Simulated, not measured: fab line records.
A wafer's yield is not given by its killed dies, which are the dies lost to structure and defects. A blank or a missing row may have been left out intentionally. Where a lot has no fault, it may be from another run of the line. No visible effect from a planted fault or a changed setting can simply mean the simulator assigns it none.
Split-lot study + flow n5 finfet + on a route of 1938 steps: 7 lots, 21 wafers read

## ABOUT THE SPLIT
At N5_BEOL_M14_PEB_08 (peb time 90 s), the setting peb temp c was moved away from the recipe's 130 C on 8 of the 21 wafers read, by -2.8% to +2.0%. This setting was run at the recipe's value on the other wafers.

## FROM THE SPLIT TO THE READING: what the file shows between them, 8 steps
- N5_BEOL_M14_DEVELOP_09: develop time 45 s
- N5_BEOL_M14_HARDBAKE_14: time 120 s
- N5_BEOL_M14_CD_MEAS_10: target cd 250 nm
- N5_BEOL_M14_ETCH_59: etches BARC in N2/H2, target depth 89 nm, overetch 26.7 nm, time 67.9 s (also split here: time s)
- N5_BEOL_M14_VIA_ETCH_16: etches SiO2 in C4F8/O2/Ar, target depth 1231.3 nm
- N5_BEOL_M14_STRIP_63: strips in O2
- N5_BEOL_M14_STRIP_71: strips in post etch residue remover, time 60 s
- N5_BEOL_M14_SRD_72: time 30 s, dry time 30 s

## THE READING
Shown in nm: cd nm at N5_BEOL_M14_CD_MEAS_17, with target cd 250 nm. On this fab line, fault-free wafers typically give 250.8 nm with a standard deviation of 2 nm.

| wafer  | tool, chamber at the split | peb temp c as run, C | against the recipe | cd nm, nm | against lot-mates on the recipe |
|--------|----------------------------|----------------------|--------------------|-----------|---------------------------------|
| L076.1 | litho track-04, 0          | 130                  | recipe             | 249.3     | -                               |
| L076.3 | litho track-04, 0          | 130                  | recipe             | 252.1     | -                               |
| L076.5 | litho track-04, 0          | 130                  | recipe             | 250.6     | -                               |
| L078.3 | litho track-05, 0          | 130                  | recipe             | 246.9     | -                               |
| L078.4 | litho track-05, 0          | 130                  | recipe             | 248.6     | -                               |
| L078.6 | litho track-05, 0          | 132.6                | +2.0%              | 261.0     | +13.2                           |
| L077.2 | litho track-04, 0          | 130                  | recipe             | 252.4     | -                               |
| L077.3 | litho track-04, 0          | 130                  | recipe             | 248.9     | -                               |
| L077.6 | litho track-04, 0          | 132.1                | +1.6%              | 259.3     | +8.7                            |
| L080.3 | litho track-05, 0          | 130                  | recipe             | 252.6     | -                               |
| L080.4 | litho track-05, 0          | 126.9                | -2.4%              | 235.0     | -18.9                           |
| L080.5 | litho track-05, 0          | 130                  | recipe             | 255.3     | -                               |
| L083.3 | litho track-01, 0          | 130                  | recipe             | 244.4     | -                               |
| L083.5 | litho track-01, 0          | 130                  | recipe             | 248.2     | -                               |
| L083.6 | litho track-01, 0          | 130                  | recipe             | 241.9     | -                               |
| L086.1 | litho track-04, 0          | 128.9                | -0.8%              | 246.5     | no lot-mate on the recipe       |
| L086.3 | litho track-04, 0          | 128.9                | -0.8%              | 246.7     | no lot-mate on the recipe       |
| L086.5 | litho track-04, 0          | 128.9                | -0.8%              | 246.9     | no lot-mate on the recipe       |
| L091.1 | litho track-01, 0          | 126.3                | -2.8%              | 227.7     | -20.8                           |
| L091.3 | litho track-01, 0          | 130                  | recipe             | 248.5     | -                               |
| L091.4 | litho track-01, 0          | 126.3                | -2.8%              | 229.7     | -18.8                           |

FIT RESULTS
A straight line over all 21 wafers: cd nm changes by +6.47 nm for each +1% of peb temp c; r = +0.93; the points scatter about the line by 3.2 nm.
The same after taking each lot's own level away (the mean of its wafers on the recipe; 18 wafers): +6.91 nm for each +1%; r = +0.98; scatter 1.7 nm.
The reading moves by 20 nm for the largest change in peb temp c, on that fit.
Across the lots, their own levels run from 244.83 to 253.95 nm, a range of 4.6 times the standard deviation given above.
So the lot-to-lot level changes the slope little: the two slopes agree.
Check: -19.6 nm against its lot-mates is what the line predicts for one of the wafers moved furthest among these (-2.8%) when that wafer is left out of the fit. Against them it came out at -20.8 nm.

## THE OTHER SPLITS THESE WAFERS WENT THROUGH
These wafers also went through other splits before the reading. Each is held against what the fit with the lots' levels taken away leaves over:
| other split on the same wafers | wafers away from the commonest value | r with cd nm (lot level and that fit taken away) |
|--------------------------------|--------------------------------------|--------------------------------------------------|
| N5_BEOL_M14_ETCH_59 time s     | 9                                    | +0.07                                            |

## THE WHOLE CHAIN: every reading that the file lists as answering this split, in the file's order
| step                   | what it does     | reading | change (the file's fit)              | r (the file's) |
|------------------------|------------------|---------|--------------------------------------|----------------|
| N5_BEOL_M14_CD_MEAS_10 | target cd 250 nm | cd nm   | +7.22 nm for each +1% of the setting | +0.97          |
| N5_BEOL_M14_CD_MEAS_17 | target cd 250 nm | cd nm   | +6.96 nm for each +1% of the setting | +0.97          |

## THE FILE'S OWN FIT
cd nm changes by +6.96 nm for each +1% of peb temp c, r = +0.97.
